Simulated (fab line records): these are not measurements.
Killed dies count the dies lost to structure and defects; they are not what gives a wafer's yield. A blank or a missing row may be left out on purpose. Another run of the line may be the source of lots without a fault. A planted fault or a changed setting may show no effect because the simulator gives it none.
What tool caused it? ; flow nand harc ; 24 lots, 72 wafers sampled, at 6 steps of a route of 1302

## WHAT THE GAUGES SHOWED, per wafer
The record lacks any reading of a measuring or inspecting step that a usual standard deviation could be used to judge.

## EACH LOT AND THE TOOL THAT RAN IT (in order: tool; ch and the chambers of the sampled wafers; start)
lot;NHARC_A_STAIRCASE_DEP_259;NHARC_A_STAIRCASE_ETCH_451;NHARC_A_STAIRCASE_ETCH_453;NHARC_A_STAIRCASE_DEP_322;NHARC_A_STAIRCASE_DEP_325;NHARC_A_STAIRCASE_DESCUM_443
L074;pecvd-03 ch 1,2, day 15 20:34;rie diel-05 ch 0,3, day 17 09:49 or earlier;rie diel-09 ch 0,1, day 17 09:49 or earlier;pecvd-01 ch 0,1,2, day 17 09:49;pecvd-03 ch 1,2, day 17 21:19;rie diel-05 ch 0,1,2, day 18 09:52
L075;pecvd-01 ch 0,1,2, day 16 14:13;rie diel-09 ch 0,1,2, day 18 09:41 or earlier;rie diel-05 ch 0,1, day 18 09:41 or earlier;pecvd-03 ch 0,1,2, day 18 09:41;pecvd-01 ch 0,2, day 18 21:34;rie diel-05 ch 0,1, day 19 07:03
L076;pecvd-02 ch 0,2, day 17 12:49;rie diel-08 ch 2,3, day 19 03:42 or earlier;rie diel-08 ch 0,1,2, day 19 03:42 or earlier;pecvd-03 ch 1,2, day 19 03:42;pecvd-02 ch 0,1,2, day 19 11:53;rie diel-08 ch 0,2, day 19 22:06
L077;pecvd-02 ch 0,2, day 17 19:10;rie diel-05 ch 0,2,3, day 19 13:53 or earlier;rie diel-08 ch 2,3, day 19 13:53 or earlier;pecvd-03 ch 0,1,2, day 19 13:53;pecvd-03 ch 0,1, day 20 01:11;rie diel-05 ch 1,2,3, day 20 09:14
L078;pecvd-03 ch 0,2, day 17 20:58;rie diel-08 ch 1,2,3, day 19 13:55 or earlier;rie diel-05 ch 0,2,3, day 19 13:55 or earlier;pecvd-02 ch 0,1, day 19 13:55;pecvd-02 ch 0,2, day 20 01:05;rie diel-08 ch 1,2,3, day 20 09:11
L079;pecvd-01 ch 0,2, day 18 12:29;rie diel-08 ch 0,2,3, day 20 04:41 or earlier;rie diel-08 ch 1,2,3, day 20 04:41 or earlier;pecvd-03 ch 0,2, day 20 04:41;pecvd-03 ch 0,1,2, day 20 13:48;rie diel-09 ch 0,1,3, day 20 21:56
L080;pecvd-02 ch 1,2, day 18 22:40;rie diel-05 ch 2,3, day 20 17:46 or earlier;rie diel-08 ch 0,3, day 20 17:46 or earlier;pecvd-02 ch 1,2, day 20 17:46;pecvd-03 ch 0,1, day 21 02:38;rie diel-09 ch 1,2,3, day 21 11:07
L081;pecvd-01 ch 0,2, day 19 02:46;rie diel-05 ch 1,2, day 20 17:52 or earlier;rie diel-05 ch 1,2,3, day 20 17:52 or earlier;pecvd-03 ch 0,1,2, day 20 17:52;pecvd-02 ch 0,1,2, day 21 02:49;rie diel-05 ch 0,1,3, day 21 11:16
L082;pecvd-02 ch 1,2, day 19 22:13;rie diel-09 ch 0,1,2, day 21 10:54 or earlier;rie diel-08 ch 0,1,2, day 21 10:54 or earlier;pecvd-01 ch 1,2, day 21 10:54;pecvd-03 ch 1,2, day 21 21:22;rie diel-09 ch 0,1,2, day 22 06:39
L083;pecvd-01 ch 0,2, day 20 06:56;rie diel-09 ch 0,3, day 21 23:00 or earlier;rie diel-09 ch 0,2,3, day 21 23:00 or earlier;pecvd-03 ch 0,1,2, day 21 23:00;pecvd-01 ch 0,1,2, day 22 06:49;rie diel-05 ch 0,1, day 22 15:26
L085;pecvd-01 ch 0,2, day 20 21:29;rie diel-08 ch 1,2, day 22 15:29 or earlier;rie diel-09 ch 0,2, day 22 15:29 or earlier;pecvd-03 ch 1,2, day 22 15:29;pecvd-02 ch 0,1, day 22 22:52;rie diel-05 ch 0,1,2, day 23 07:53
L084;pecvd-03 ch 0,1,2, day 20 23:58;rie diel-05 ch 0,1, day 22 15:50 or earlier;rie diel-08 ch 0,2,3, day 22 15:50 or earlier;pecvd-02 ch 0,1, day 22 15:50;pecvd-01 ch 0,1,2, day 22 23:02;rie diel-08 ch 0,1,3, day 23 08:02
L086;pecvd-01 ch 0,1, day 21 01:57;rie diel-08 ch 0,2, day 22 15:35 or earlier;rie diel-08 ch 0,2,3, day 22 15:35 or earlier;pecvd-01 ch 0,1,2, day 22 15:35;pecvd-03 ch 0,1, day 22 22:57;rie diel-09 ch 0,1, day 23 07:43
L087;pecvd-01 ch 0,1,2, day 22 05:08;rie diel-05 ch 0,1,2, day 23 15:56 or earlier;rie diel-09 ch 1,2,3, day 23 15:56 or earlier;pecvd-01 ch 0,1,2, day 23 15:56;pecvd-01 ch 1,2, day 23 23:48;rie diel-05 ch 0,1,2, day 24 07:38
L088;pecvd-02 ch 0,2, day 22 07:24;rie diel-05 ch 0,1, day 23 19:16 or earlier;rie diel-09 ch 0,1, day 23 19:16 or earlier;pecvd-02 ch 0,1,2, day 23 19:16;pecvd-02 ch 1,2, day 23 23:52;rie diel-09 ch 0,3, day 24 07:48
L089;pecvd-01 ch 0,1, day 22 16:06;rie diel-08 ch 1,2,3, day 24 06:09 or earlier;rie diel-09 ch 2,3, day 24 06:09 or earlier;pecvd-02 ch 0,1,2, day 24 06:09;pecvd-03 ch 0,1,2, day 24 13:59;rie diel-09 ch 0,3, day 25 01:50
L090;pecvd-03 ch 1,2, day 22 18:04;rie diel-05 ch 0,2,3, day 24 06:16 or earlier;rie diel-08 ch 0,2, day 24 06:16 or earlier;pecvd-01 ch 0,1,2, day 24 06:16;pecvd-01 ch 0,1, day 24 13:59;rie diel-08 ch 0,2,3, day 25 02:00
L092;pecvd-03 ch 1,2, day 23 13:39;rie diel-09 ch 1,2,3, day 25 04:11 or earlier;rie diel-09 ch 0,1,2, day 25 04:11 or earlier;pecvd-03 ch 1,2, day 25 04:11;pecvd-03 ch 1,2, day 25 14:13;rie diel-05 ch 0,3, day 26 01:44
L091;pecvd-01 ch 0,1,2, day 23 13:47;rie diel-05 ch 0,1,2, day 25 10:50 or earlier;rie diel-08 ch 0,2, day 25 10:50 or earlier;pecvd-03 ch 1,2, day 25 10:50;pecvd-01 ch 0,1, day 25 21:45;rie diel-08 ch 0,1, day 26 06:38
L093;pecvd-03 ch 0,1,2, day 24 12:48;rie diel-08 ch 0,3, day 26 09:26 or earlier;rie diel-05 ch 0,1,3, day 26 09:26 or earlier;pecvd-02 ch 0,1,2, day 26 09:26;pecvd-02 ch 0,1,2, day 26 17:16;rie diel-08 ch 0,1, day 27 03:24
L094;pecvd-03 ch 0,2, day 24 22:26;rie diel-09 ch 0,1, day 26 09:14 or earlier;rie diel-09 ch 1,2, day 26 09:14 or earlier;pecvd-03 ch 0,1,2, day 26 09:14;pecvd-01 ch 0,2, day 26 17:10;rie diel-09 ch 1,2,3, day 27 03:14
L095;pecvd-03 ch 0,1,2, day 25 08:11;rie diel-09 ch 0,1,3, day 26 23:01 or earlier;rie diel-09 ch 1,2, day 26 23:01 or earlier;pecvd-03 ch 0,2, day 26 23:01;pecvd-03 ch 0,1,2, day 27 09:58;rie diel-08 ch 1,2, day 27 20:31
L096;pecvd-03 ch 0,1,2, day 25 15:08;rie diel-08 ch 0,1,3, day 27 10:51 or earlier;rie diel-05 ch 2,3, day 27 10:51 or earlier;pecvd-03 ch 0,2, day 27 10:51;pecvd-02 ch 0,1, day 27 20:50;rie diel-08 ch 1,2,3, day 28 06:10
L097;pecvd-02 ch 0,2, day 26 22:39;rie diel-05 ch 0,3, day 28 13:37 or earlier;rie diel-05 ch 0,1,2, day 28 13:37 or earlier;pecvd-03 ch 0,1,2, day 28 13:37;pecvd-01 ch 0,1,2, day 28 23:28;rie diel-05 ch 0,2, day 29 09:22
- NHARC_A_STAIRCASE_DEP_259: deposits SiON, target thk 30 nm.
- NHARC_A_STAIRCASE_ETCH_451: etches the open film in CF4/O2, target depth 30 nm, overetch 3 nm, time 16.5 s.
- NHARC_A_STAIRCASE_ETCH_453: etches the open film in CF4/O2, target depth 30 nm, overetch 3 nm, time 16.5 s.
- NHARC_A_STAIRCASE_DEP_322: deposits SiO2, target thk 7200 nm.
- NHARC_A_STAIRCASE_DEP_325: deposits SiO2, target thk 7200 nm.
- NHARC_A_STAIRCASE_DESCUM_443: chemistry O2, time 3 s.

## AS READ BY THE TOOLS THEMSELVES (means over the sampled wafers that have a number; for cases with no such wafer, the mark the record gives instead)
NHARC_A_STAIRCASE_DEP_259. Usual: heater power w at 742 W, with a standard deviation of 71.
lot;tool;heater power w (W);flag
L074;pecvd-03;829;
L075;pecvd-01;750;
L076;pecvd-02;679;
L077;pecvd-02;699;
L078;pecvd-03;801;
L079;pecvd-01;702;
L080;pecvd-02;722;
L081;pecvd-01;774;
L082;pecvd-02;767;
L083;pecvd-01;712;
L085;pecvd-01;734;
L084;pecvd-03;746;
L086;pecvd-01;774;
L087;pecvd-01;783;
L088;pecvd-02;779;
L089;pecvd-01;693;
L090;pecvd-03;752;
L092;pecvd-03;796;
L091;pecvd-01;794;
L093;pecvd-03;743;
L094;pecvd-03;828;
L095;pecvd-03;750;
L096;pecvd-03;774;
L097;pecvd-02;781;

NHARC_A_STAIRCASE_ETCH_451. Usual: drypump motor current A 6.14 A, standard deviation 0.25; oes_ar_750_au 1.000 a.u., standard deviation 0.0048; oes product au 1.000 a.u., standard deviation 0.0082; rf vpp V 197.7 V, standard deviation 1.7; showerhead plenum p Torr 1.34 Torr, standard deviation 0.07; throttle valve pct 13.398 %, standard deviation 0.0094.
lot;tool;drypump motor current A (A);oes_ar_750_au (a.u.);oes product au (a.u.);rf vpp V (V);showerhead plenum p Torr (Torr);throttle valve pct (%);flag
L074;rie diel-05;6.01;1.003;1.013;196.7;1.29;13.390;
L075;rie diel-09;6.05;0.996;0.995;197.3;1.32;13.400;
L076;rie diel-08;6.28;0.996;1.001;197.7;1.33;13.397;
L077;rie diel-05;6.11;1.002;1.009;196.2;1.28;13.393;
L078;rie diel-08;6.18;1.001;0.998;198.1;1.38;13.400;
L079;rie diel-08;6.33;1.002;1.000;198.5;1.35;13.389;
L080;rie diel-05;6.20;1.000;0.994;197.0;1.33;13.397;
L081;rie diel-05;6.11;1.005;0.995;196.9;1.29;13.397;
L082;rie diel-09;6.08;0.996;0.997;197.6;1.31;13.406;
L083;rie diel-09;6.13;0.996;1.000;198.2;1.34;13.394;
L085;rie diel-08;6.04;1.000;1.006;199.5;1.43;13.401;
L084;rie diel-05;5.92;1.004;1.001;196.6;1.30;13.395;
L086;rie diel-08;6.36;1.001;0.999;199.1;1.41;13.392;
L087;rie diel-05;5.99;1.002;1.001;196.3;1.29;13.411;
L088;rie diel-05;5.90;1.000;0.999;198.4;1.30;13.408;
L089;rie diel-08;6.16;1.002;1.000;198.6;1.38;13.392;
L090;rie diel-05;6.11;1.002;0.994;197.9;1.34;13.397;
L092;rie diel-09;5.95;1.003;0.999;197.7;1.35;13.406;
L091;rie diel-05;5.99;1.000;1.001;196.6;1.29;13.396;
L093;rie diel-08;6.31;0.999;1.004;197.3;1.29;13.405;
L094;rie diel-09;5.84;0.996;0.994;197.5;1.35;13.389;
L095;rie diel-09;5.99;1.001;1.002;198.2;1.34;13.401;
L096;rie diel-08;6.21;0.996;1.004;198.3;1.34;13.401;
L097;rie diel-05;6.18;0.996;1.011;198.5;1.39;13.394;

NHARC_A_STAIRCASE_ETCH_453. Usual: drypump motor current A 6.15 A, standard deviation 0.26; oes_ar_750_au 1.000 a.u., standard deviation 0.0047; oes product au 1.000 a.u., standard deviation 0.0088; rf vpp V 197.9 V, standard deviation 1.7; showerhead plenum p Torr 1.34 Torr, standard deviation 0.069; throttle valve pct 13.397 %, standard deviation 0.0086.
lot;tool;drypump motor current A (A);oes_ar_750_au (a.u.);oes product au (a.u.);rf vpp V (V);showerhead plenum p Torr (Torr);throttle valve pct (%);flag
L074;rie diel-09;6.12;0.996;0.997;197.1;1.32;13.408;
L075;rie diel-05;5.89;1.001;1.018;196.8;1.31;13.396;
L076;rie diel-08;6.23;1.003;0.994;199.2;1.40;13.389;
L077;rie diel-08;6.30;0.999;0.992;199.4;1.39;13.400;
L078;rie diel-05;6.11;1.002;1.001;198.2;1.34;13.405;
L079;rie diel-08;6.16;0.999;0.996;199.3;1.38;13.390;
L080;rie diel-08;6.35;1.006;0.994;197.8;1.32;13.394;
L081;rie diel-05;6.19;0.997;0.992;198.0;1.34;13.405;
L082;rie diel-08;6.21;0.998;1.006;199.5;1.40;13.394;
L083;rie diel-09;6.22;1.001;1.004;196.7;1.30;13.390;
L085;rie diel-09;6.34;0.998;0.995;196.0;1.26;13.404;
L084;rie diel-08;6.33;1.004;0.991;197.7;1.35;13.400;
L086;rie diel-08;6.35;0.999;1.004;198.7;1.35;13.400;
L087;rie diel-09;5.94;1.004;0.999;197.9;1.35;13.402;
L088;rie diel-09;6.10;0.998;1.008;196.5;1.31;13.401;
L089;rie diel-09;6.09;0.999;0.999;198.0;1.34;13.398;
L090;rie diel-08;6.38;0.995;1.000;198.7;1.37;13.399;
L092;rie diel-09;6.08;0.996;1.000;197.1;1.31;13.396;
L091;rie diel-08;6.33;1.002;0.998;198.5;1.40;13.391;
L093;rie diel-05;6.07;1.004;0.998;198.4;1.34;13.395;
L094;rie diel-09;5.80;1.002;1.002;198.4;1.35;13.393;
L095;rie diel-09;5.80;1.002;1.006;197.9;1.35;13.400;
L096;rie diel-05;6.29;1.005;0.994;198.3;1.37;13.403;
L097;rie diel-05;6.01;0.996;1.003;196.6;1.28;13.396;

NHARC_A_STAIRCASE_DEP_322. Usual: heater power w at 642 W, with a standard deviation of 83.
lot;tool;heater power w (W);flag
L074;pecvd-01;651;
L075;pecvd-03;600;
L076;pecvd-03;669;
L077;pecvd-03;661;
L078;pecvd-02;606;
L079;pecvd-03;723;
L080;pecvd-02;607;
L081;pecvd-03;594;
L082;pecvd-01;652;
L083;pecvd-03;665;
L085;pecvd-03;715;
L084;pecvd-02;600;
L086;pecvd-01;625;
L087;pecvd-01;700;
L088;pecvd-02;619;
L089;pecvd-02;616;
L090;pecvd-01;647;
L092;pecvd-03;707;
L091;pecvd-03;692;
L093;pecvd-02;595;
L094;pecvd-03;651;
L095;pecvd-03;709;
L096;pecvd-03;609;
L097;pecvd-03;657;

NHARC_A_STAIRCASE_DEP_325. Usual: heater power w at 640 W, with a standard deviation of 74.
lot;tool;heater power w (W);flag
L074;pecvd-03;687;
L075;pecvd-01;638;
L076;pecvd-02;638;
L077;pecvd-03;610;
L078;pecvd-02;693;
L079;pecvd-03;658;
L080;pecvd-03;552;
L081;pecvd-02;572;
L082;pecvd-03;641;
L083;pecvd-01;669;
L085;pecvd-02;606;
L084;pecvd-01;623;
L086;pecvd-03;588;
L087;pecvd-01;625;
L088;pecvd-02;649;
L089;pecvd-03;655;
L090;pecvd-01;616;
L092;pecvd-03;672;
L091;pecvd-01;663;
L093;pecvd-02;599;
L094;pecvd-01;611;
L095;pecvd-03;642;
L096;pecvd-02;577;
L097;pecvd-01;695;

NHARC_A_STAIRCASE_DESCUM_443. Usual: drypump motor current A 6.13 A, standard deviation 0.25; oes product au 1.001 a.u., standard deviation 0.0087; rf vpp V 57.9 V, standard deviation 0.97; showerhead plenum p Torr 1.92 Torr, standard deviation 0.1; throttle valve pct 11.312 %, standard deviation 0.0095.
lot;tool;drypump motor current A (A);oes product au (a.u.);rf vpp V (V);showerhead plenum p Torr (Torr);throttle valve pct (%);flag
L074;rie diel-05;6.01;1.004;57.1;1.86;11.320;
L075;rie diel-05;5.98;1.003;57.7;1.86;11.310;
L076;rie diel-08;6.35;0.999;58.1;2.02;11.312;
L077;rie diel-05;6.19;0.992;57.9;1.92;11.305;
L078;rie diel-08;6.20;0.996;58.9;1.98;11.318;
L079;rie diel-09;5.96;0.999;57.8;1.93;11.306;
L080;rie diel-09;5.94;0.996;58.2;1.94;11.314;
L081;rie diel-05;6.08;0.996;58.4;1.93;11.314;
L082;rie diel-09;6.09;0.994;58.0;1.88;11.303;
L083;rie diel-05;5.91;1.002;57.2;1.86;11.316;
L085;rie diel-05;6.03;1.008;58.5;1.85;11.315;
L084;rie diel-08;6.20;0.998;56.9;1.93;11.315;
L086;rie diel-09;6.12;1.007;57.6;1.87;11.311;
L087;rie diel-05;6.00;0.996;57.3;1.84;11.324;
L088;rie diel-09;6.28;1.006;57.7;1.86;11.325;
L089;rie diel-09;6.12;1.007;57.7;1.91;11.319;
L090;rie diel-08;6.34;1.003;57.9;1.93;11.305;
L092;rie diel-05;6.20;1.008;57.8;1.99;11.307;
L091;rie diel-08;6.08;1.010;58.1;1.99;11.301;
L093;rie diel-08;6.11;1.010;58.3;1.99;11.307;
L094;rie diel-09;5.95;0.995;57.7;1.93;11.312;
L095;rie diel-08;6.05;1.003;59.2;2.04;11.322;
L096;rie diel-08;6.16;1.005;58.2;1.96;11.307;
L097;rie diel-05;5.94;1.002;58.8;1.84;11.307;

## THE ANSWER, worked out from the rows above alone
Rule: take the mean of a lot's wafers that have a number; if it is more than 3 standard deviations from the usual mean, the lot is off. A lot without any number at a reading at which 4 lots or more have one is off too. Where the step has rows for the other lots, those lots are counted as sound. After the gauges, taken in route order, come the tools' own readings; for these a lot's mean is taken, as printed above. At the first step where some lot is off, the reading lying furthest off is the one used; lots without a number count as furthest.
Nothing can be told from this: no lot is off at any reading shown.

## WHAT HAD BEEN PUT IN BY THE SIMULATOR
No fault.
